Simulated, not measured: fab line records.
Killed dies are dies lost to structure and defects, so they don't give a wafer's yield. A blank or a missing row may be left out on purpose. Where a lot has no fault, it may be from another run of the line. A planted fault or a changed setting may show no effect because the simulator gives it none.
fab line records | flow n5-finfet | part 1 of 2: steps 1 to 28 of 35
record lots=5 wafers=15 last-day=15
route steps=1938 shown MIM_TOP@1838 MIM_TOP_LITHO@1839 MIM_TOP_ETCH@1851 MIM_BOT_LITHO@1854 MIM_BOT_ETCH@1866
lots that met no fault: from a run of the same line without faults
start-h: start of the lot's first displayed wafer, in hours after the record's first day | wait-h: how many hours have passed since the lot's step before this one | " identical to the entry in the row above | L1.1+2: a row that stands for several wafers | - value missing, or start not given | * or withheld: withheld | < > ~ a bound
route shown NAME@n: NAME is a module with steps in the file, n the number in the route of the first one | usual: mean/standard deviation of fault-free wafers | same: alike in all rows | chamber/n: place in a boat | sites: readings site by site | _std_site: standard deviation of those values | _edge_site: mean of outer sites minus mean of inner sites | radius-mm: for every site, how far away it sits from the centre of the wafer | mask NAME#n: copy n | behind: tool/chamber where the wafer was last shaped | hold: why the lot was held/for how many hours/how that ended | device: the transistor (n, p or np) that didn't switch | end of line: the same wafers' tests at the end of the route | a step without rows: its recipe alone | killed: the dies lost at the first sort to structure and to defects; this is not the yield of the wafer | map: a wafer's dies, x killed, . not, _ none there
set.NAME: the setting as run; set.NAME@STEP: as run at that earlier step | model.NAME: the simulator's own value behind a step, which no gauge read
lots seen at some steps along the route; tables by step, rows by wafer
services: a tool's chamber out of use, with start hour (start-h, from the record's first day; less than 0 if before it), hours out, and reason
## steps
# step N5_MIM_TOP_SPUTTER_03
# recipe material=TiN target-thk-a=350 temp-c=200 power-w=3000 chamber-pressure-pa=0.49996 gas=Ar reactive-partial-pa=0.37997 time-s=89.7
# usual cathode-dc-power-W=3000.0/0.52 throttle-valve-pct=30.4/1.3
# same time-s=89.7
# columns lot.wafer tool chamber start-h wait-h cathode-dc-power-W throttle-valve-pct
L075.3 pvd-sputter-03 - 272.49 0.0 2999.9 31.9
L075.4 " - " " 2999.8 32.5
L075.6 " - " " 3000.7 31.9
L080.1 pvd-sputter-01 - 301.25 0.0 2999.6 30.0
L080.3 " - " " 2999.8 30.1
L080.4 " - " " 2998.9 29.8
L086.1 pvd-sputter-03 - 332.43 0.0 2999.7 32.9
L086.2 " - " " 3000.3 29.0
L086.6 " - " " 3000.8 28.8
L089.3 pvd-sputter-03 - 349.36 0.0 2999.9 32.8
L089.5 " - " " 2999.8 29.0
L089.6 " - " " 3000.1 31.8
L090.4 pvd-sputter-03 - 351.52 0.0 3000.8 32.8
L090.5 " - " " 2999.0 30.3
L090.6 " - " " 3000.4 31.8
# step N5_MIM_TOP_LITHO_HMDS_01
# recipe time-s=60 temp-c=120
# same time-s=60
# columns lot.wafer tool chamber start-h wait-h
L075.3+4+6 litho-track-05 0 272.59 0.1
L080.1+3+4 litho-track-05 0 301.35 0.1
L086.1+2+6 litho-track-04 0 332.54 0.1
L089.3+5+6 litho-track-02 0 349.47 0.1
L090.4+5+6 litho-track-02 0 351.63 0.1
# step N5_MIM_TOP_LITHO_COAT_02
# recipe spin-rpm=* resist-thk-nm=*
# columns lot.wafer tool chamber start-h wait-h
L075.3+4+6 litho-track-05 0 - -
L080.1+3+4 litho-track-05 0 - -
L086.1+2+6 litho-track-04 0 - -
L089.3+5+6 litho-track-02 0 - -
L090.4+5+6 litho-track-02 0 - -
# step N5_MIM_TOP_LITHO_EBR_04
# recipe solvent=PGMEA ebr-width-mm=1.5
# columns lot.wafer tool chamber start-h wait-h
L075.3+4+6 litho-track-05 0 - -
L080.1+3+4 litho-track-05 0 - -
L086.1+2+6 litho-track-04 0 - -
L089.3+5+6 litho-track-02 0 - -
L090.4+5+6 litho-track-02 0 - -
# step N5_MIM_TOP_LITHO_SOFTBAKE_03
# recipe temp-c=100 time-s=90
# same time-s=90
# columns lot.wafer tool chamber start-h wait-h
L075.3+4+6 litho-track-05 0 - -
L080.1+3+4 litho-track-05 0 - -
L086.1+2+6 litho-track-04 0 - -
L089.3+5+6 litho-track-02 0 - -
L090.4+5+6 litho-track-02 0 - -
# step N5_MIM_TOP_LITHO_EXPOSE_05
# recipe mask-id=MIM_TOP na=0.55 source-shape=conventional sigma-outer=0.8 polarization=unpolarized target-cd-nm=2000 dose-mj=20.5
# columns lot.wafer tool chamber start-h wait-h mask
L075.3+4+6 krf-scanner-02 0 272.71 - MIM_TOP#0
L080.1+3+4 krf-scanner-01 0 301.57 - MIM_TOP#0
L086.1+2+6 krf-scanner-01 0 332.65 - MIM_TOP#0
L089.3+5+6 krf-scanner-02 0 349.61 - MIM_TOP#0
L090.4+5+6 krf-scanner-02 0 351.75 - MIM_TOP#0
# step N5_MIM_TOP_LITHO_PEB_06
# recipe peb-temp-c=withheld peb-time-s=*
# columns lot.wafer tool chamber start-h wait-h
L075.3+4+6 litho-track-02 0 272.76 0.0
L080.1+3+4 litho-track-05 0 301.63 0.1
L086.1+2+6 litho-track-02 0 332.70 0.1
L089.3+5+6 litho-track-02 0 349.66 0.0
L090.4+5+6 litho-track-02 0 351.79 0.0
# step N5_MIM_TOP_LITHO_DEVELOP_07
# recipe develop-time-s=60 rinse-liquid=diw dry=air-spin dev-temp-c=21
# columns lot.wafer tool chamber start-h wait-h
L075.3+4+6 litho-track-02 0 - -
L080.1+3+4 litho-track-05 0 - -
L086.1+2+6 litho-track-02 0 - -
L089.3+5+6 litho-track-02 0 - -
L090.4+5+6 litho-track-02 0 - -
# step N5_MIM_TOP_LITHO_HARDBAKE_09
# recipe temp-c=130 time-s=120
# same time-s=120
# columns lot.wafer tool chamber start-h wait-h
L075.3+4+6 litho-track-02 0 - -
L080.1+3+4 litho-track-05 0 - -
L086.1+2+6 litho-track-02 0 - -
L089.3+5+6 litho-track-02 0 - -
L090.4+5+6 litho-track-02 0 - -
# step N5_MIM_TOP_LITHO_CD_MEAS_08
# recipe target-cd-nm=2000 landing-energy-ev=500 detector=se-inlens
# usual cd-nm=1999.7/1.4
# columns lot.wafer tool chamber start-h wait-h cd-nm
L075.3 cd-sem-03 0 272.88 - 2002.1
L075.4 " 0 " " 2002.6
L075.6 " 0 " " 2000.1
L080.1 cd-sem-03 0 301.75 - 2001.4
L080.3 " 0 " " 2000.1
L080.4 " 0 " " 2001.9
L086.1 cd-sem-02 0 332.82 - 2001.6
L086.2 " 0 " " 1999.5
L086.6 " 0 " " 1999.1
L089.3 cd-sem-03 0 349.78 - 2002.1
L089.5 " 0 " " 2001.1
L089.6 " 0 " " 2002.5
L090.4 cd-sem-03 0 351.92 - 1998.9
L090.5 " 0 " " 1999.2
L090.6 " 0 " " 1998.2
# step N5_MIM_TOP_LITHO_OVL_MEAS_11
# recipe points-per-wafer=44
# usual MIM_TOP_OVL=4/5.8
# columns lot.wafer tool chamber start-h wait-h MIM_TOP_OVL[nm]
L075.3 overlay-01 0 272.91 0.0 12
L075.4 " 0 " " 12
L075.6 " 0 " " 15
L080.1 overlay-02 0 301.78 0.0 8
L080.3 " 0 " " 9
L080.4 " 0 " " 7
L086.1 overlay-02 0 332.85 0.0 3
L086.2 " 0 " " 4
L086.6 " 0 " " 2
L089.3 overlay-02 0 349.81 0.0 10
L089.5 " 0 " " 11
L089.6 " 0 " " 7
L090.4 overlay-01 0 351.94 0.0 2
L090.5 " 0 " " 0
L090.6 " 0 " " -14
# step N5_MIM_TOP_LITHO_INSPECT_12
# recipe mode=adi inspect-instrument=macro
# usual raw-defect-count=2.1/1.4
# columns lot.wafer tool chamber start-h wait-h raw-defect-count
L075.3 defect-inspect-02 - 272.93 0.0 2
L075.4 " - " " 1
L075.6 " - " " 2
L080.1 defect-inspect-02 - 301.80 0.0 2
L080.3 " - " " 2
L080.4 " - " " 4
L086.1 defect-inspect-01 - 332.88 0.0 1
L086.2 " - " " 3
L086.6 " - " " 1
L089.3 defect-inspect-01 - 349.83 0.0 0
L089.5 " - " " 1
L089.6 " - " " 1
L090.4 defect-inspect-01 - 351.97 0.0 5
L090.5 " - " " 3
L090.6 " - " " 1
# step N5_MIM_TOP_LITHO_DESCUM_10
# recipe chemistry=O2 time-s=7.9 source-power-w=50 bias-power-w=20 pressure-mtorr=20 rf-frequency-hz=2.712e+07 temp-c=40 o2-flow-sccm=225
# usual chamber-pressure-mTorr=20.000/0.017 drypump-motor-current-A=5.7/0.46 oes-product-au=0.78/0.08 rf-vpp-V=243.3/1.4 showerhead-plenum-p-Torr=2.10/0.076 throttle-valve-pct=20.43/0.23
# same time-s=7.9
# columns lot.wafer tool chamber start-h wait-h chamber-pressure-mTorr drypump-motor-current-A oes-product-au rf-hours-counter-h rf-vpp-V showerhead-plenum-p-Torr throttle-valve-pct
L075.3 rie-diel-06 3 272.97 0.0 19.995 6.4 0.74 165 243.5 2.08 20.70
L075.4 " 2 " " 20.014 5.4 0.71 - 244.9 2.16 20.87
L075.6 " 0 " " 19.982 5.7 0.86 - 243.4 2.04 20.28
L080.1 rie-diel-02 0 301.84 0.0 20.013 5.5 0.89 38 245.9 2.22 20.11
L080.3 " 3 " " 20.004 5.8 0.72 175 241.3 2.00 20.28
L080.4 " 1 " " 20.033 6.5 0.97 2 244.3 2.14 20.17
L086.1 rie-diel-01 0 333.14 0.3 19.988 5.6 0.69 245 242.2 1.97 20.68
L086.2 " 2 " " 20.008 5.0 0.93 22 242.0 2.14 20.43
L086.6 " 1 " " 19.992 5.6 0.78 - 244.9 2.18 20.23
L089.3 rie-diel-02 0 349.87 0.0 20.004 5.5 0.86 55 244.1 2.21 20.11
L089.5 " 3 " " 20.008 5.9 0.71 - 242.4 1.99 20.33
L089.6 " 2 " " 19.989 6.1 0.74 - 244.1 2.18 20.42
L090.4 rie-diel-01 3 352.66 0.7 19.987 6.2 0.73 - 245.4 2.17 20.49
L090.5 " 2 " " 19.981 5.0 0.90 - 244.1 2.13 20.43
L090.6 " 1 " " 19.999 5.6 0.77 - 245.5 2.18 20.25
# step N5_MIM_TOP_ETCH_ETCH_00
# recipe chemistry=Cl2/BCl3 target=TiN target-depth-a=385 ion-energy-ev=150 pressure-mtorr=10 icp-w=1000 bias-w=126 Cl2_flow_sccm=53.25 bcl3-flow-sccm=21.75 Ar_flow_sccm=25
# usual chamber-pressure-mTorr=9.999/0.0094 drypump-motor-current-A=5.8/0.43 oes-product-au=0.72/0.065 throttle-valve-pct=22.57/0.17
# columns lot.wafer tool chamber start-h wait-h chamber-pressure-mTorr drypump-motor-current-A oes-product-au rf-hours-counter-h throttle-valve-pct
L075.3 rie-metal-01 1 273.09 0.1 9.983 6.6 0.74 - 22.27
L075.4 " 0 " " 10.002 6.0 0.66 - 22.53
L075.6 " 1 " " 9.995 6.5 0.74 - 22.28
L080.1 rie-metal-01 0 301.92 0.1 10.000 6.0 0.66 97 22.53
L080.3 " 1 " " 9.998 6.5 0.74 - 22.28
L080.4 " 0 " " 9.999 6.0 0.66 - 22.54
L086.1 rie-metal-03 0 333.23 0.1 9.999 5.3 0.71 74 22.75
L086.2 " 1 " " 10.004 5.8 0.69 79 22.70
L086.6 " 0 " " 9.969 5.4 0.71 - 22.76
L089.3 rie-metal-01 1 349.99 0.1 9.999 6.5 0.74 - 22.30
L089.5 " 1 " " 9.998 6.6 0.73 - 22.30
L089.6 " 0 " " 9.989 6.0 0.66 - 22.55
L090.4 rie-metal-03 0 352.75 0.1 10.009 5.4 0.71 - 22.77
L090.5 " 1 " " 9.980 5.8 0.68 - 22.70
L090.6 " 0 " " 9.984 5.4 0.70 - 22.78
# step N5_MIM_TOP_ETCH_STRIP_01
# recipe chemistry=O2 power-w=600 temp-c=60 pressure-mtorr=30 rf-frequency-hz=6e+07 bias-power-w=0 overash-fraction=0.5 o2-flow-sccm=225
# usual chamber-pressure-mTorr=30.01/0.071 drypump-motor-current-A=5.7/0.46 oes-product-au=0.78/0.074 rf-vpp-V=3.7/1.4 showerhead-plenum-p-Torr=2.09/0.078 throttle-valve-pct=16.68/0.21
# columns lot.wafer tool chamber start-h wait-h chamber-pressure-mTorr drypump-motor-current-A oes-product-au rf-hours-counter-h rf-vpp-V showerhead-plenum-p-Torr throttle-valve-pct
L075.3 rie-diel-04 0 273.19 0.1 29.97 6.2 0.72 202 2.4 2.08 16.72
L075.4 " 2 " " 29.91 4.8 0.70 207 5.9 2.16 16.57
L075.6 " 0 " " 29.92 6.3 0.70 - 2.4 2.08 16.74
L080.1 rie-diel-03 3 302.10 0.1 29.86 6.1 0.87 54 5.8 2.22 16.76
L080.3 " 2 " " 30.17 6.2 0.79 107 1.1 2.11 16.47
L080.4 " 1 " " 30.00 6.0 0.72 227 3.5 1.99 16.77
L086.1 rie-diel-05 1 333.39 0.1 30.24 5.3 0.80 109 2.7 2.20 16.50
L086.2 " 0 " " 30.03 6.3 0.80 104 4.7 2.03 16.93
L086.6 " 3 " " 29.99 5.3 0.90 - 3.2 2.05 16.24
L089.3 rie-diel-03 1 350.09 0.1 29.98 6.0 0.69 250 5.5 1.98 16.80
L089.5 " 2 " " 29.99 6.1 0.80 - 3.0 2.10 16.54
L089.6 " 1 " " 29.97 6.0 0.69 - 8.5 1.98 16.79
L090.4 rie-diel-03 2 352.88 0.1 30.12 6.2 0.77 - 2.6 2.10 16.53
L090.5 " 0 " " 30.06 5.4 0.71 - 4.0 2.07 16.94
L090.6 " 3 " " 29.98 6.1 0.82 - 3.8 2.21 16.76
# step N5_MIM_TOP_ETCH_PECVD_03
# recipe material=SiNx target-thk-a=200 temp-c=400 precursor=SiH4/NH3/N2 pressure-torr=1.5 rf-w=300 time-s=17.6
# usual heater-power-outer-w=464/71 heater-power-w=756/98 showerhead-plenum-p-Torr=5.13/0.074 throttle-valve-pct=39.3/1.7
# same time-s=17.6
# columns lot.wafer tool chamber start-h wait-h heater-power-outer-w heater-power-w showerhead-plenum-p-Torr throttle-valve-pct
L075.3 pecvd-04 0 273.26 - 372 634 5.09 38.6
L075.4 " 2 " " 594 928 5.10 37.5
L075.6 " 0 " " 387 644 5.09 38.9
L080.1 pecvd-03 2 302.16 - 443 789 5.07 37.2
L080.3 " 1 " " 521 785 5.17 43.8
L080.4 " 2 " " 446 783 5.07 37.4
L086.1 pecvd-01 2 333.45 - 433 712 5.05 38.0
L086.2 " 1 " " 368 628 5.27 40.5
L086.6 " 2 " " 440 714 5.04 38.5
L089.3 pecvd-03 0 350.16 - 541 905 5.19 41.0
L089.5 " 1 " " 450 675 5.18 43.6
L089.6 " 0 " " 533 927 5.18 41.0
L090.4 pecvd-04 1 352.95 - 441 758 5.10 37.4
L090.5 " 2 " " 612 915 5.10 37.9
L090.6 " 0 " " 418 721 5.08 39.1
# step N5_MIM_BOT_LITHO_HMDS_01
# recipe time-s=60 temp-c=120
# same time-s=60
# columns lot.wafer tool chamber start-h wait-h
L075.3+4+6 litho-track-02 0 273.33 0.1
L080.1+3+4 litho-track-01 0 302.23 0.0
L086.1+2+6 litho-track-01 0 333.53 0.0
L089.3+5+6 litho-track-01 0 350.23 0.1
L090.4+5+6 litho-track-01 0 353.00 0.0
# step N5_MIM_BOT_LITHO_COAT_02
# recipe spin-rpm=* resist-thk-nm=*
# columns lot.wafer tool chamber start-h wait-h
L075.3+4+6 litho-track-02 0 - -
L080.1+3+4 litho-track-01 0 - -
L086.1+2+6 litho-track-01 0 - -
L089.3+5+6 litho-track-01 0 - -
L090.4+5+6 litho-track-01 0 - -
# step N5_MIM_BOT_LITHO_EBR_04
# recipe solvent=PGMEA ebr-width-mm=1.5
# columns lot.wafer tool chamber start-h wait-h
L075.3+4+6 litho-track-02 0 - -
L080.1+3+4 litho-track-01 0 - -
L086.1+2+6 litho-track-01 0 - -
L089.3+5+6 litho-track-01 0 - -
L090.4+5+6 litho-track-01 0 - -
# step N5_MIM_BOT_LITHO_SOFTBAKE_03
# recipe temp-c=100 time-s=90
# same time-s=90
# columns lot.wafer tool chamber start-h wait-h
L075.3+4+6 litho-track-02 0 - -
L080.1+3+4 litho-track-01 0 - -
L086.1+2+6 litho-track-01 0 - -
L089.3+5+6 litho-track-01 0 - -
L090.4+5+6 litho-track-01 0 - -
# step N5_MIM_BOT_LITHO_EXPOSE_05
# recipe mask-id=MIM_BOT na=0.55 source-shape=conventional sigma-outer=0.8 polarization=unpolarized dose-mj=24.25
# columns lot.wafer tool chamber start-h wait-h mask
L075.3+4+6 krf-scanner-02 0 273.45 - MIM_BOT#0
L080.1+3+4 krf-scanner-02 0 302.46 - MIM_BOT#0
L086.1+2+6 krf-scanner-01 0 333.76 - MIM_BOT#0
L089.3+5+6 krf-scanner-01 0 350.47 - MIM_BOT#0
L090.4+5+6 krf-scanner-02 0 353.25 - MIM_BOT#0
# step N5_MIM_BOT_LITHO_PEB_06
# recipe peb-temp-c=withheld peb-time-s=*
# columns lot.wafer tool chamber start-h wait-h
L075.3+4+6 litho-track-01 0 273.49 0.0
L080.1+3+4 litho-track-02 0 302.52 0.1
L086.1+2+6 litho-track-03 0 333.82 0.1
L089.3+5+6 litho-track-03 0 350.52 0.0
L090.4+5+6 litho-track-01 0 353.29 0.0
# step N5_MIM_BOT_LITHO_DEVELOP_07
# recipe develop-time-s=60 rinse-liquid=diw dry=air-spin dev-temp-c=21
# columns lot.wafer tool chamber start-h wait-h
L075.3+4+6 litho-track-01 0 - -
L080.1+3+4 litho-track-02 0 - -
L086.1+2+6 litho-track-03 0 - -
L089.3+5+6 litho-track-03 0 - -
L090.4+5+6 litho-track-01 0 - -
# step N5_MIM_BOT_LITHO_HARDBAKE_09
# recipe temp-c=130 time-s=120
# same time-s=120
# columns lot.wafer tool chamber start-h wait-h
L075.3+4+6 litho-track-01 0 - -
L080.1+3+4 litho-track-02 0 - -
L086.1+2+6 litho-track-03 0 - -
L089.3+5+6 litho-track-03 0 - -
L090.4+5+6 litho-track-01 0 - -
# step N5_MIM_BOT_LITHO_CD_MEAS_08
# recipe target-cd-nm=3000 landing-energy-ev=500 detector=se-inlens polarity=opening
# usual cd-nm=2999.4/1.3
# columns lot.wafer tool chamber start-h wait-h cd-nm
L075.3 cd-sem-01 0 273.62 - 2999.5
L075.4 " 0 " " 3000.4
L075.6 " 0 " " 3001.1
L080.1 cd-sem-03 0 302.64 - 2998.8
L080.3 " 0 " " 3000.2
L080.4 " 0 " " 2998.8
L086.1 cd-sem-01 0 333.93 - 2999.6
L086.2 " 0 " " 3000.5
L086.6 " 0 " " 2998.9
L089.3 cd-sem-02 0 350.64 - 2997.5
L089.5 " 0 " " 2996.9
L089.6 " 0 " " 2999.6
L090.4 cd-sem-03 0 353.41 - 2999.2
L090.5 " 0 " " 3000.1
L090.6 " 0 " " 3000.4
# step N5_MIM_BOT_LITHO_OVL_MEAS_11
# recipe points-per-wafer=44
# usual MIM_BOT_OVL=4/4.8
# columns lot.wafer tool chamber start-h wait-h MIM_BOT_OVL[nm]
L075.3 overlay-02 0 273.64 0.0 10
L075.4 " 0 " " 8
L075.6 " 0 " " 1
L080.1 overlay-01 0 302.67 0.0 13
L080.3 " 0 " " 3
L080.4 " 0 " " 2
L086.1 overlay-02 0 333.96 0.0 2
L086.2 " 0 " " -3
L086.6 " 0 " " 8
L089.3 overlay-02 0 350.67 0.0 6
L089.5 " 0 " " 5
L089.6 " 0 " " 6
L090.4 overlay-02 0 353.44 0.0 3
L090.5 " 0 " " 6
L090.6 " 0 " " 2
# step N5_MIM_BOT_LITHO_INSPECT_12
# recipe mode=adi inspect-instrument=macro
# usual raw-defect-count=2.0/1.3
# columns lot.wafer tool chamber start-h wait-h raw-defect-count
L075.3 defect-inspect-02 - 273.67 0.0 2
L075.4 " - " " 1
L075.6 " - " " 2
L080.1 defect-inspect-02 - 302.69 0.0 1
L080.3 " - " " 0
L080.4 " - " " 3
L086.1 defect-inspect-01 - 333.99 0.0 2
L086.2 " - " " 0
L086.6 " - " " 3
L089.3 defect-inspect-01 - 350.69 0.0 5
L089.5 " - " " 5
L089.6 " - " " 0
L090.4 defect-inspect-01 - 353.46 0.0 1
L090.5 " - " " 1
L090.6 " - " " 1
# step N5_MIM_BOT_LITHO_DESCUM_10
# recipe chemistry=O2 time-s=7.9 source-power-w=50 bias-power-w=20 pressure-mtorr=20 rf-frequency-hz=2.712e+07 temp-c=40 o2-flow-sccm=225
# usual chamber-pressure-mTorr=19.999/0.017 drypump-motor-current-A=5.7/0.47 oes-product-au=0.80/0.088 rf-vpp-V=243.4/1.5 showerhead-plenum-p-Torr=2.11/0.079 throttle-valve-pct=20.41/0.19
# same time-s=7.9
# columns lot.wafer tool chamber start-h wait-h chamber-pressure-mTorr drypump-motor-current-A oes-product-au rf-hours-counter-h rf-vpp-V showerhead-plenum-p-Torr throttle-valve-pct
L075.3 rie-diel-01 2 273.75 0.1 20.000 5.0 0.98 3 245.0 2.14 20.39
L075.4 " 0 " " 20.024 5.6 0.70 223 240.1 1.98 20.65
L075.6 " 3 " " 20.010 6.2 0.74 - 244.7 2.18 20.45
L080.1 rie-diel-01 3 302.73 0.0 19.993 6.2 0.73 177 243.8 2.17 20.47
L080.3 " 2 " " 19.990 5.0 0.94 11 242.9 2.14 20.40
L080.4 " 1 " " 19.974 5.6 0.79 106 244.9 2.18 20.22
L086.1 rie-diel-01 3 334.02 0.0 20.023 6.2 0.72 187 245.0 2.17 20.51
L086.2 " 2 " " 19.987 5.0 0.92 22 243.9 2.14 20.42
L086.6 " 3 " " 19.988 6.2 0.72 - 244.6 2.17 20.50
L089.3 rie-diel-01 3 350.72 0.0 19.989 6.2 0.71 193 243.7 2.17 20.51
L089.5 " 2 " " 20.020 5.0 0.91 - 244.6 2.13 20.42
L089.6 " 1 " " 20.003 5.6 0.77 - 244.1 2.18 20.27
L090.4 rie-diel-01 2 353.53 0.1 19.997 5.0 0.90 - 243.5 2.13 20.42
L090.5 " 1 " " 20.011 5.6 0.78 - 245.0 2.18 20.25
L090.6 " 3 " " 20.015 6.2 0.72 - 243.9 2.17 20.53
